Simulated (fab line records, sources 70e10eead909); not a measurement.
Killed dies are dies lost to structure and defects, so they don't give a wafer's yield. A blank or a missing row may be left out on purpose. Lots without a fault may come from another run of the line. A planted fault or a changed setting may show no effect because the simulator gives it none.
fab line records | flow nand_harc
record lots=24 wafers=72 last_day=24
route steps=1159 shown A_SLIT@779 A_CONTACT@840
lots that met no fault: from a run of the same line without faults
start_h: hours from the record's first day to the start of the lot's first wafer shown | wait_h: hours since the lot's step before | " the same as in the row above | L1.1+2: a row that stands for several wafers | - no value, or no start given | * or withheld: withheld | < > ~ a bound
route shown NAME@n: a module of which the file shows steps, and the number in the route of the first | usual: mean/standard deviation of fault-free wafers | same: alike in all rows | chamber/n: place in a boat | sites: the reading at each site | _std_site: their standard deviation | _edge_site: outer sites' mean less inner sites' | radius_mm: how far each site lies from the wafer's centre | mask NAME#n: copy n | behind: the tool/chamber that last shaped the wafer | hold: why the lot was held/for how many hours/how that ended | device: the transistor (n, p or np) that didn't switch | end of line: the same wafers' tests at the end of the route | a step without rows: its recipe alone | killed: dies lost to structure and defects at the first sort, not the wafer's yield | map: a wafer's dies, x killed, . not, _ none there
set.NAME: the setting as run; set.NAME@STEP: as run at that earlier step | model.NAME: the simulator's own value behind a step, which no gauge read
steps of the route over a sample of lots; a table a step, a row a wafer
services: from which hour (start_h, from the record's first day; less than 0 if before it) a tool's chamber was out of use, for how many hours, and why
## steps
# step NHARC_A_SLIT_DEP_25
# recipe target_thk_a=2000 temp_c=400 pressure_torr=6.5 rf_w=900 teos_flow_sccm=161.4 flow_sccm=2650 target_thk_nm=200 gas=O2 material=SiO2
# usual heater_power_w=602/70 throttle_valve_pct=15.9/0.67
# columns lot.wafer tool chamber start_h wait_h heater_power_w throttle_valve_pct
L074.1 pecvd-02 2 315.95 0.1 556 16.5
L074.4 " 0 " " 694 17.3
L074.6 " 1 " " 538 16.0
L075.5 pecvd-04 2 334.47 0.2 722 15.1
L075.6 " 0 " " 586 16.9
L075.4 " 1 " " 600 16.0
L077.1 pecvd-04 0 334.58 0.3 540 17.1
L077.3 " 2 " " 652 15.2
L077.6 " 1 " " 579 15.9
L076.3 pecvd-04 2 337.95 0.1 638 15.1
L076.1 " 1 " " 520 15.9
L076.6 " 2 " " 647 15.3
L079.2 pecvd-01 1 338.20 0.3 586 15.6
L079.4 " 2 " " 658 16.5
L079.6 " 1 " " 583 15.9
L078.2 pecvd-04 1 345.34 0.1 570 16.0
L078.4 " 1 " " 600 15.9
L078.6 " 2 " " 743 14.9
L080.1 pecvd-04 1 345.57 0.3 538 16.0
L080.6 " 1 " " 544 15.9
L080.5 " 2 " " 659 15.0
L081.1 pecvd-02 1 350.60 0.1 620 15.8
L081.6 " 0 " " 582 16.2
L081.4 " 2 " " 556 15.6
L083.3 pecvd-04 0 366.38 0.1 567 16.9
L083.5 " 2 " " 726 15.0
L083.4 " 0 " " 566 17.2
L082.2 pecvd-02 0 366.44 0.1 685 16.4
L082.6 " 1 " " 615 15.8
L082.4 " 2 " " 512 15.8
L085.1 pecvd-02 1 383.51 0.1 540 15.7
L085.5 " 1 " " 533 15.7
L085.6 " 2 " " 638 15.6
L084.2 pecvd-02 1 383.78 0.4 500 15.8
L084.5 " 0 " " 710 16.1
L084.4 " 1 " " 516 15.4
L086.2 pecvd-02 1 392.60 0.1 493 15.7
L086.1 " 0 " " 583 16.2
L086.4 " 2 " " 620 15.6
L087.3 pecvd-04 1 392.60 0.1 440 15.6
L087.2 " 0 " " 645 16.3
L087.6 " 1 " " 454 15.9
L088.1 pecvd-01 0 392.69 0.1 532 14.3
L088.5 " 1 " " 525 15.9
L088.4 " 0 " " 556 14.5
L089.2 pecvd-04 0 403.34 0.1 566 16.2
L089.4 " 2 " " 606 15.3
L089.5 " 0 " " 590 16.5
L090.1 pecvd-04 0 403.75 0.5 634 16.0
L090.4 " 2 " " 727 15.4
L090.6 " 2 " " 720 15.2
L092.1 pecvd-02 2 417.51 0.1 529 15.7
L092.4 " 2 " " 555 15.9
L092.6 " 1 " " 588 15.7
L091.3 pecvd-04 0 417.60 0.2 628 16.3
L091.1 " 2 " " 672 15.1
L091.6 " 1 " " 429 16.0
L093.3 pecvd-01 2 417.65 0.2 598 16.9
L093.2 " 1 " " 599 16.3
L093.6 " 0 " " 527 14.4
L094.3 pecvd-01 2 437.59 0.1 673 16.2
L094.5 " 2 " " 692 16.4
L094.6 " 0 " " 596 14.5
L097.1 pecvd-02 0 437.66 0.1 621 16.4
L097.6 " 2 " " 658 15.7
L097.4 " 0 " " 632 16.3
L095.2 pecvd-04 0 437.66 0.1 635 16.3
L095.3 " 1 " " 441 16.0
L095.5 " 1 " " 448 15.8
L096.1 pecvd-04 1 450.56 0.1 546 15.9
L096.2 " 0 " " 534 16.5
L096.4 " 2 " " 662 15.3
# step NHARC_A_SLIT_STRIP_18
# recipe o2_flow_sccm=500 ar_flow_sccm=0 bias_w=0 chemistry=O2
# usual drypump_motor_current_A=5.8/0.56 o2_flow_sccm=499.9/1.5 oes_product_au=1.001/0.0074 rf_vpp_V=57.7/0.91 showerhead_plenum_p_Torr=3.48/0.15 throttle_valve_pct=17.037/0.0095
# columns lot.wafer tool chamber start_h wait_h drypump_motor_current_A o2_flow_sccm oes_product_au rf_hours_counter_h rf_vpp_V showerhead_plenum_p_Torr throttle_valve_pct
L074.4 rie_diel-05 2 - - 6.6 501.1 0.989 11 57.8 3.68 17.031
L074.1 " 3 " " 6.1 498.9 0.996 8 58.7 3.54 17.020
L074.6 " 3 " " 6.1 499.2 0.994 - 56.9 3.54 17.037
L075.4 rie_diel-05 2 - - 6.6 498.4 0.992 12 56.7 3.68 17.037
L075.5 " 3 " " 6.1 499.4 1.013 - 60.0 3.54 17.051
L075.6 " 0 " " 4.9 500.7 0.993 - 57.5 3.37 17.030
L077.1 rie_diel-01 3 - - 6.7 501.4 1.011 1 57.5 3.31 17.052
L077.3 " 0 " " 6.3 500.7 1.008 2 58.0 3.64 17.038
L077.6 " 2 " " 5.3 500.1 1.012 - 59.4 3.74 17.027
L076.1 rie_diel-01 1 - - 5.5 499.7 0.994 2 57.8 3.49 17.028
L076.3 " 2 " " 5.3 499.8 1.000 2 56.6 3.74 17.056
L076.6 " 2 " " 5.3 500.3 1.007 - 58.2 3.74 17.048
L079.2 rie_diel-01 1 - - 5.5 501.2 0.998 2 59.5 3.49 17.042
L079.4 " 2 " " 5.3 501.5 1.007 2 58.3 3.74 17.045
L079.6 " 1 " " 5.5 500.4 0.995 - 58.6 3.49 17.019
L078.2 rie_diel-01 2 - - 5.3 500.8 1.004 2 58.4 3.74 17.034
L078.4 " 3 " " 6.7 501.9 1.014 2 57.8 3.31 17.046
L078.6 " 2 " " 5.3 498.8 1.009 - 59.1 3.74 17.037
L080.1 rie_diel-03 1 - - 5.3 500.1 0.992 9 57.1 3.34 17.011
L080.6 " 0 " " 5.8 497.3 0.996 - 58.1 3.41 17.030
L080.5 " 1 " " 5.4 499.9 0.995 - 57.8 3.34 17.034
L081.4 rie_diel-05 1 - - 5.1 502.5 1.000 1 57.5 3.33 17.042
L081.1 " 2 " " 6.6 499.0 1.000 1 57.0 3.68 17.039
L081.6 " 0 " " 4.9 498.6 0.997 - 57.7 3.37 17.029
L083.4 rie_diel-01 0 - - 6.3 500.6 0.982 4 58.5 3.64 17.029
L083.3 " 1 " " 5.5 497.4 0.981 4 56.8 3.49 17.033
L083.5 " 3 " " 6.7 500.9 1.004 - 57.2 3.31 17.025
L082.4 rie_diel-05 1 - - 5.1 500.1 1.005 1 56.9 3.33 17.030
L082.2 " 3 " " 6.1 500.3 1.003 2 57.6 3.54 17.024
L082.6 " 1 " " 5.1 499.2 0.992 - 55.7 3.33 17.044
L085.1 rie_diel-01 0 - - 6.3 496.7 0.997 5 58.8 3.64 17.026
L085.6 " 0 " " 6.3 501.3 0.990 - 57.7 3.64 17.027
L085.5 " 1 " " 5.5 498.8 0.995 - 57.8 3.49 17.047
L084.2 rie_diel-03 1 - - 5.4 498.7 1.014 11 56.1 3.34 17.039
L084.4 " 0 " " 5.8 503.0 1.012 13 58.5 3.40 17.040
L084.5 " 2 " " 6.2 499.7 0.996 - 58.8 3.29 17.031
L086.2 rie_diel-03 1 - - 5.3 499.7 1.000 0 58.3 3.34 17.027
L086.4 " 2 " " 6.2 499.7 0.997 0 56.6 3.29 17.042
L086.1 " 3 " " 5.9 500.6 1.005 0 57.2 3.44 17.041
L088.4 rie_diel-01 1 - - 5.5 496.2 0.978 6 58.0 3.49 17.026
L088.1 " 2 " " 5.3 500.1 0.998 6 59.0 3.74 17.037
L088.5 " 0 " " 6.3 500.1 0.991 - 59.0 3.64 17.042
L087.2 rie_diel-05 0 - - 4.9 497.7 0.997 3 56.1 3.37 17.027
L087.3 " 3 " " 6.1 501.7 0.993 4 57.1 3.54 17.049
L087.6 " 1 " " 5.1 496.3 1.002 - 57.5 3.33 17.025
L089.4 rie_diel-03 2 - - 6.1 500.4 1.007 0 58.3 3.29 17.043
L089.2 " 0 " " 5.8 502.0 1.005 0 57.3 3.40 17.027
L089.5 " 1 " " 5.3 501.2 1.000 - 58.9 3.34 17.035
L090.1 rie_diel-05 2 - - 6.6 501.3 0.997 3 57.9 3.68 17.038
L090.4 " 1 " " 5.1 500.0 0.999 4 58.0 3.33 17.045
L090.6 " 2 " " 6.6 503.3 1.002 - 58.6 3.68 17.036
L092.4 rie_diel-01 0 - - 6.3 501.4 1.006 9 58.7 3.64 17.026
L092.1 " 2 " " 5.3 500.6 1.005 8 58.7 3.74 17.042
L092.6 " 0 " " 6.3 500.7 0.993 - 57.9 3.64 17.031
L091.3 rie_diel-03 3 - - 5.9 500.5 1.003 1 56.8 3.44 17.055
L091.1 " 0 " " 5.8 503.5 0.995 1 55.4 3.40 17.038
L091.6 " 2 " " 6.2 499.7 1.000 - 56.1 3.29 17.042
L093.3 rie_diel-01 3 - - 6.7 498.3 1.004 9 59.1 3.31 17.031
L093.2 " 0 " " 6.3 499.9 0.996 9 58.2 3.64 17.033
L093.6 " 2 " " 5.3 499.9 0.999 - 58.9 3.74 17.033
L097.1 rie_diel-03 1 - - 5.4 500.0 0.987 2 58.2 3.34 17.049
L097.4 " 2 " " 6.1 498.3 1.002 2 56.4 3.29 17.037
L097.6 " 3 " " 5.9 499.8 1.004 - 56.7 3.44 17.043
L094.3 rie_diel-01 0 - - 6.3 500.9 0.996 11 57.6 3.64 17.028
L094.5 " 0 " " 6.3 497.7 0.996 - 58.5 3.64 17.041
L094.6 " 1 " " 5.5 499.1 1.004 - 57.5 3.49 17.030
L095.2 rie_diel-01 0 - - 6.3 498.3 0.991 12 58.5 3.63 17.039
L095.3 " 1 " " 5.5 502.9 0.989 10 56.6 3.49 17.038
L095.5 " 2 " " 5.3 502.6 1.007 - 57.7 3.74 17.035
L096.2 rie_diel-03 2 - - 6.1 498.9 1.014 3 57.0 3.29 17.046
L096.1 " 0 " " 5.8 500.7 1.015 2 58.3 3.40 17.065
L096.4 " 1 " " 5.3 500.6 1.006 3 57.2 3.34 17.031
# step NHARC_A_CONTACT_DEP_24
# recipe target_thk_a=5000 temp_c=400 pressure_torr=6.5 rf_w=900 teos_flow_sccm=161.4 flow_sccm=2650 target_thk_nm=500 gas=O2 material=SiO2
# usual heater_power_w=587/77 throttle_valve_pct=15.7/0.8
# columns lot.wafer tool chamber start_h wait_h heater_power_w throttle_valve_pct
L074.1 pecvd-01 1 361.19 0.1 587 16.0
L074.6 " 1 " " 585 15.8
L074.4 " 0 " " 569 14.5
L077.1 pecvd-03 2 378.22 0.4 587 14.6
L077.3 " 0 " " 564 15.7
L077.6 " 2 " " 431 14.5
L075.4 pecvd-01 1 379.74 0.4 607 16.0
L075.5 " 0 " " 537 14.4
L075.6 " 1 " " 613 15.8
L078.2 pecvd-04 2 392.99 0.2 707 15.2
L078.4 " 1 " " 556 15.8
L078.6 " 2 " " 742 15.2
L076.3 pecvd-01 0 396.67 0.1 520 14.6
L076.1 " 2 " " 611 17.0
L076.6 " 0 " " 548 14.4
L079.2 pecvd-01 2 397.26 0.1 753 16.8
L079.6 " 2 " " 586 16.8
L079.4 " 1 " " 586 16.1
L080.1 pecvd-01 2 401.53 0.1 640 16.7
L080.5 " 2 " " 684 16.8
L080.6 " 1 " " 545 16.1
L081.1 pecvd-01 2 405.53 0.1 749 17.0
L081.6 " 1 " " 565 16.0
L081.4 " 2 " " 567 16.7
L083.3 pecvd-01 0 411.11 0.2 574 14.6
L083.4 " 1 " " 510 16.2
L083.5 " 2 " " 736 16.8
L082.2 pecvd-03 1 422.35 0.1 597 16.3
L082.4 " 2 " " 527 14.5
L082.6 " 0 " " 566 15.6
L085.1 pecvd-03 1 430.36 0.2 577 16.4
L085.6 " 2 " " 534 14.7
L085.5 " 1 " " 602 16.5
L084.2 pecvd-03 0 430.67 0.1 547 15.6
L084.5 " 0 " " 565 15.5
L084.4 " 1 " " 541 16.8
L088.1 pecvd-01 0 437.88 0.1 531 14.4
L088.5 " 0 " " 536 14.7
L088.4 " 2 " " 738 16.3
L086.1 pecvd-04 1 438.07 0.2 570 16.1
L086.2 " 0 " " 615 16.5
L086.4 " 0 " " 654 16.4
L087.2 pecvd-04 1 446.56 0.1 530 15.8
L087.3 " 0 " " 651 16.4
L087.6 " 0 " " 498 16.3
L090.1 pecvd-04 1 448.32 0.1 567 15.9
L090.6 " 1 " " 427 16.2
L090.4 " 0 " " 665 16.5
L089.2 pecvd-01 0 451.47 0.1 589 14.5
L089.5 " 0 " " 445 14.4
L089.4 " 1 " " 532 15.3
L091.3 pecvd-04 1 463.41 0.1 507 15.9
L091.1 " 0 " " 584 16.4
L091.6 " 1 " " 523 16.1
L092.1 pecvd-04 1 464.46 0.1 518 15.9
L092.4 " 2 " " 689 15.2
L092.6 " 0 " " 581 16.7
L093.2 pecvd-04 1 472.44 0.1 506 15.7
L093.3 " 2 " " 712 15.3
L093.6 " 0 " " 620 16.4
L097.1 pecvd-01 2 488.70 0.2 716 16.6
L097.4 " 0 " " 592 14.5
L097.6 " 2 " " 755 16.6
L094.3 pecvd-01 0 492.94 0.1 559 14.5
L094.5 " 2 " " 669 16.2
L094.6 " 1 " " 615 15.4
L095.2 pecvd-03 1 493.36 0.1 574 16.0
L095.3 " 2 " " 567 14.5
L095.5 " 2 " " 582 14.4
L096.1 pecvd-04 2 498.50 0.1 725 15.2
L096.2 " 0 " " 554 16.6
L096.4 " 0 " " 580 16.5
# step NHARC_A_CONTACT_ETCH_119
# recipe source_w=withheld pressure_mtorr=20 bias_v=3000 time_s=94 target_depth_a=9220 ar_flow_sccm=withheld c4f8_flow_sccm=withheld o2_flow_sccm=withheld chemistry=C4F8/O2/Ar
# usual oes_air_line_au=1.002/0.022
# columns lot.wafer tool chamber start_h wait_h oes_air_line_au rf_hours_counter_h
L074.1 har_cap_etch-01 0 367.31 0.1 1.017 54
L074.4 " 1 " " 1.019 -
L074.6 " 0 " " 0.996 -
L077.1 har_cap_etch-02 1 384.53 0.1 1.037 10
L077.3 " 1 " " 1.026 -
L077.6 " 0 " " 0.974 -
L075.4 har_cap_etch-01 1 385.64 0.1 0.991 -
L075.6 " 1 " " 0.983 -
L075.5 " 0 " " 0.969 -
L078.2 har_cap_etch-02 1 400.21 0.1 0.990 13
L078.4 " 0 " " 0.992 -
L078.6 " 0 " " 1.020 -
L076.1 har_cap_etch-03 1 402.43 0.1 1.042 86
L076.3 " 0 " " 0.994 -
L076.6 " 0 " " 1.011 -
L079.2 har_cap_etch-01 0 403.22 0.1 1.000 62
L079.4 " 1 " " 0.970 -
L079.6 " 0 " " 1.032 -
L080.1 har_cap_etch-02 1 407.69 0.1 1.057 14
L080.6 " 0 " " 1.018 -
L080.5 " 1 " " 1.039 -
L081.1 har_cap_etch-03 0 412.45 0.1 1.002 89
L081.4 " 0 " " 1.026 -
L081.6 " 1 " " 0.992 -
L083.4 har_cap_etch-02 0 417.71 0.1 0.986 -
L083.3 " 1 " " 0.969 -
L083.5 " 1 " " 0.982 -
L082.2 har_cap_etch-01 1 428.99 0.1 1.005 67
L082.4 " 1 " " 1.022 -
L082.6 " 1 " " 1.001 -
L084.2 har_cap_etch-03 0 436.60 0.1 0.977 94
L084.4 " 0 " " 0.957 -
L084.5 " 0 " " 0.992 -
L085.1 har_cap_etch-01 0 436.66 0.1 1.019 68
L085.5 " 0 " " 1.008 -
L085.6 " 1 " " 1.032 -
L088.1 har_cap_etch-02 1 445.18 0.1 1.020 21
L088.4 " 1 " " 1.064 -
L088.5 " 0 " " 0.987 -
L086.2 har_cap_etch-01 0 446.33 0.1 1.019 70
L086.1 " 1 " " 0.996 70
L086.4 " 0 " " 1.012 -
L087.2 har_cap_etch-03 1 452.68 0.1 1.000 97
L087.3 " 1 " " 1.004 -
L087.6 " 0 " " 0.991 -
L090.1 har_cap_etch-03 1 454.81 0.1 0.991 98
L090.4 " 0 " " 0.989 -
L090.6 " 1 " " 1.011 -
L089.2 har_cap_etch-02 0 458.55 0.1 0.995 25
L089.4 " 0 " " 0.985 -
L089.5 " 0 " " 0.999 -
L091.1 har_cap_etch-01 1 470.00 0.1 0.998 76
L091.3 " 0 " " 1.030 -
L091.6 " 1 " " 0.994 -
L092.1 har_cap_etch-03 0 471.97 0.1 1.003 101
L092.4 " 1 " " 0.985 -
L092.6 " 1 " " 1.011 -
L093.2 har_cap_etch-02 1 478.41 0.1 1.037 29
L093.3 " 0 " " 0.994 -
L093.6 " 0 " " 0.942 -
L097.1 har_cap_etch-02 1 494.43 0.1 1.001 31
L097.4 " 0 " " 0.998 -
L097.6 " 0 " " 1.000 -
L094.3 har_cap_etch-03 0 498.77 0.1 1.010 -
L094.6 " 1 " " 1.013 -
L094.5 " 0 " " 0.988 -
L095.2 har_cap_etch-01 1 499.55 0.1 0.967 80
L095.3 " 1 " " 1.009 -
L095.5 " 0 " " 0.987 -
L096.2 har_cap_etch-03 1 504.48 0.1 0.974 106
L096.1 " 0 " " 0.981 106
L096.4 " 0 " " 0.986 -
# step NHARC_A_CONTACT_ETCH_122
# recipe source_w=withheld pressure_mtorr=20 bias_v=3000 time_s=95 target_depth_a=9300 ar_flow_sccm=withheld c4f8_flow_sccm=withheld o2_flow_sccm=withheld chemistry=C4F8/O2/Ar
# usual oes_air_line_au=1.002/0.021
# columns lot.wafer tool chamber start_h wait_h oes_air_line_au rf_hours_counter_h
L074.1 har_cap_etch-01 0 367.58 0.1 1.001 54
L074.4 " 1 " " 1.022 -
L074.6 " 0 " " 1.007 -
L077.1 har_cap_etch-02 1 384.80 0.1 0.988 10
L077.3 " 1 " " 0.975 -
L077.6 " 0 " " 0.999 -
L075.4 har_cap_etch-01 1 385.91 0.1 0.990 -
L075.6 " 1 " " 0.991 -
L075.5 " 0 " " 0.987 -
L078.2 har_cap_etch-02 1 400.48 0.1 1.050 13
L078.4 " 0 " " 1.028 -
L078.6 " 0 " " 1.015 -
L076.1 har_cap_etch-03 1 402.70 0.1 1.048 87
L076.3 " 0 " " 0.974 -
L076.6 " 0 " " 0.967 -
L079.2 har_cap_etch-01 0 403.49 0.1 1.030 62
L079.4 " 1 " " 1.038 -
L079.6 " 0 " " 1.017 -
L080.1 har_cap_etch-02 1 407.96 0.1 0.987 14
L080.6 " 0 " " 1.012 -
L080.5 " 1 " " 1.019 -
L081.1 har_cap_etch-03 0 412.73 0.1 1.041 89
L081.4 " 0 " " 1.042 -
L081.6 " 1 " " 1.001 -
L083.4 har_cap_etch-02 0 417.98 0.1 1.011 -
L083.3 " 1 " " 0.997 -
L083.5 " 1 " " 0.996 -
L082.2 har_cap_etch-01 1 429.26 0.1 1.035 67
L082.4 " 1 " " 1.028 -
L082.6 " 1 " " 1.038 -
L084.2 har_cap_etch-03 0 436.87 0.1 0.980 94
L084.4 " 0 " " 1.005 -
L084.5 " 0 " " 0.996 -
L085.1 har_cap_etch-01 0 437.03 0.1 0.994 69
L085.5 " 0 " " 0.995 -
L085.6 " 1 " " 0.973 -
L088.1 har_cap_etch-02 1 445.46 0.1 0.995 21
L088.4 " 1 " " 0.992 -
L088.5 " 0 " " 1.038 -
L086.2 har_cap_etch-01 0 446.60 0.1 1.009 70
L086.1 " 1 " " 0.998 70
L086.4 " 0 " " 1.029 -
L087.2 har_cap_etch-03 1 452.96 0.1 1.025 97
L087.3 " 1 " " 0.981 -
L087.6 " 0 " " 0.992 -
L090.1 har_cap_etch-03 1 455.09 0.1 0.990 98
L090.4 " 0 " " 1.054 -
L090.6 " 1 " " 0.979 -
L089.2 har_cap_etch-02 0 458.83 0.1 1.013 25
L089.4 " 0 " " 0.984 -
L089.5 " 0 " " 0.975 -
L091.1 har_cap_etch-01 1 470.28 0.1 0.981 77
L091.3 " 0 " " 1.000 -
L091.6 " 1 " " 0.982 -
L092.1 har_cap_etch-03 0 472.33 0.1 0.986 101
L092.4 " 1 " " 1.011 -
L092.6 " 1 " " 1.027 -
L093.2 har_cap_etch-02 1 478.69 0.1 0.980 29
L093.3 " 0 " " 0.998 -
L093.6 " 0 " " 0.983 -
L097.1 har_cap_etch-02 1 494.71 0.1 0.964 32
L097.4 " 0 " " 1.004 -
L097.6 " 0 " " 1.004 -
L094.3 har_cap_etch-03 0 499.05 0.1 1.003 -
L094.6 " 1 " " 0.996 -
L094.5 " 0 " " 0.978 -
L095.2 har_cap_etch-01 1 499.82 0.1 1.037 80
L095.3 " 1 " " 0.969 -
L095.5 " 0 " " 0.990 -
L096.2 har_cap_etch-03 1 504.75 0.1 0.993 106
L096.1 " 0 " " 1.009 106
L096.4 " 0 " " 1.009 -
# step NHARC_A_CONTACT_ETCH_123
# recipe source_w=withheld pressure_mtorr=20 bias_v=400 time_s=253 target_depth_a=10900 ar_flow_sccm=withheld c4f8_flow_sccm=11.5 o2_flow_sccm=7.2 chemistry=C4F8/O2/Ar
# usual oes_air_line_au=0.998/0.018
# columns lot.wafer tool chamber start_h wait_h oes_air_line_au rf_hours_counter_h
L074.1 har_cap_etch-01 0 367.71 0.1 0.976 54
L074.4 " 1 " " 1.010 -
L074.6 " 0 " " 0.983 -
L077.1 har_cap_etch-02 1 384.93 0.1 1.015 10
L077.3 " 1 " " 0.983 -
L077.6 " 0 " " 1.022 -
L075.4 har_cap_etch-01 1 386.08 0.2 1.018 -
L075.6 " 1 " " 1.017 -
L075.5 " 0 " " 1.012 -
L078.2 har_cap_etch-02 1 400.61 0.1 0.979 13
L078.4 " 0 " " 1.010 -
L078.6 " 0 " " 0.993 -
L076.1 har_cap_etch-03 1 402.83 0.1 0.986 87
L076.3 " 0 " " 1.002 -
L076.6 " 0 " " 0.974 -
L079.2 har_cap_etch-01 0 403.62 0.1 0.987 62
L079.4 " 1 " " 1.001 -
L079.6 " 0 " " 0.984 -
L080.1 har_cap_etch-02 1 408.09 0.1 0.998 14
L080.6 " 0 " " 1.004 -
L080.5 " 1 " " 1.036 -
L081.1 har_cap_etch-03 0 412.86 0.1 1.012 89
L081.4 " 0 " " 0.994 -
L081.6 " 1 " " 1.008 -
L083.4 har_cap_etch-02 0 418.15 0.2 1.009 -
L083.3 " 1 " " 0.964 -
L083.5 " 1 " " 0.974 -
L082.2 har_cap_etch-01 1 429.40 0.1 0.997 68
L082.4 " 1 " " 1.020 -
L082.6 " 1 " " 1.011 -
L084.2 har_cap_etch-03 0 437.00 0.1 0.997 94
L084.4 " 0 " " 0.955 -
L084.5 " 0 " " 1.001 -
L085.1 har_cap_etch-01 0 437.15 0.1 0.995 69
L085.5 " 0 " " 1.006 -
L085.6 " 1 " " 0.995 -
L088.1 har_cap_etch-02 1 445.55 0.1 0.989 21
L088.4 " 1 " " 0.986 -
L088.5 " 0 " " 1.009 -
L086.2 har_cap_etch-01 0 446.70 0.1 1.004 70
L086.1 " 1 " " 0.957 70
L086.4 " 0 " " 1.001 -
L087.2 har_cap_etch-03 1 453.05 0.1 0.997 97
L087.3 " 1 " " 0.959 -
L087.6 " 0 " " 1.008 -
L090.1 har_cap_etch-03 1 455.22 0.1 1.026 98
L090.4 " 0 " " 1.002 -
L090.6 " 1 " " 1.004 -
L089.2 har_cap_etch-02 0 458.92 0.1 1.002 25
L089.4 " 0 " " 1.001 -
L089.5 " 0 " " 1.004 -
L091.1 har_cap_etch-01 1 470.41 0.1 0.986 77
L091.3 " 0 " " 0.991 -
L091.6 " 1 " " 0.971 -
L092.1 har_cap_etch-03 0 472.51 0.2 1.020 102
L092.4 " 1 " " 1.000 -
L092.6 " 1 " " 1.013 -
L093.2 har_cap_etch-02 1 478.82 0.1 1.017 29
L093.3 " 0 " " 0.985 -
L093.6 " 0 " " 0.991 -
L097.1 har_cap_etch-02 1 494.84 0.1 1.026 32
L097.4 " 0 " " 1.012 -
L097.6 " 0 " " 1.000 -
L094.3 har_cap_etch-03 0 499.25 0.2 0.994 -
L094.6 " 1 " " 0.977 -
L094.5 " 0 " " 0.978 -
L095.2 har_cap_etch-01 1 499.91 0.1 1.012 81
L095.3 " 1 " " 1.028 -
L095.5 " 0 " " 1.005 -
L096.2 har_cap_etch-03 1 504.84 0.1 1.008 106
L096.1 " 0 " " 1.019 106
L096.4 " 0 " " 1.012 -
## services
# columns tool chamber start_h hours kind
rie_diel-03 2 295.14 4.3 repair
har_cap_etch-01 - 296.38 0.4 repair
har_cap_etch-02 - 306.58 17.0 pm
rie_diel-05 3 308.78 5.7 repair
rie_diel-01 - 315.10 9.0 pm
rie_diel-03 1 317.05 2.5 repair
pecvd-02 - 334.07 13.0 pm
rie_diel-03 - 339.86 0.4 repair
rie_diel-03 2 340.46 10.1 repair
rie_diel-05 - 340.66 9.0 pm
rie_diel-05 0 349.77 8.0 repair
pecvd-04 2 351.18 1.9 repair
rie_diel-03 1 358.97 9.6 repair
pecvd-01 2 362.14 21.4 repair
pecvd-04 - 376.36 13.0 pm
rie_diel-05 2 382.90 21.9 repair
rie_diel-03 - 392.30 9.0 pm
har_cap_etch-03 - 394.39 0.1 repair
pecvd-04 1 400.73 6.5 repair
pecvd-01 - 418.18 13.0 pm
pecvd-04 - 486.03 0.9 repair
pecvd-04 - 490.01 1.8 repair
rie_diel-01 - 492.10 9.0 pm
rie_diel-03 2 504.50 8.7 repair
## key
fault none
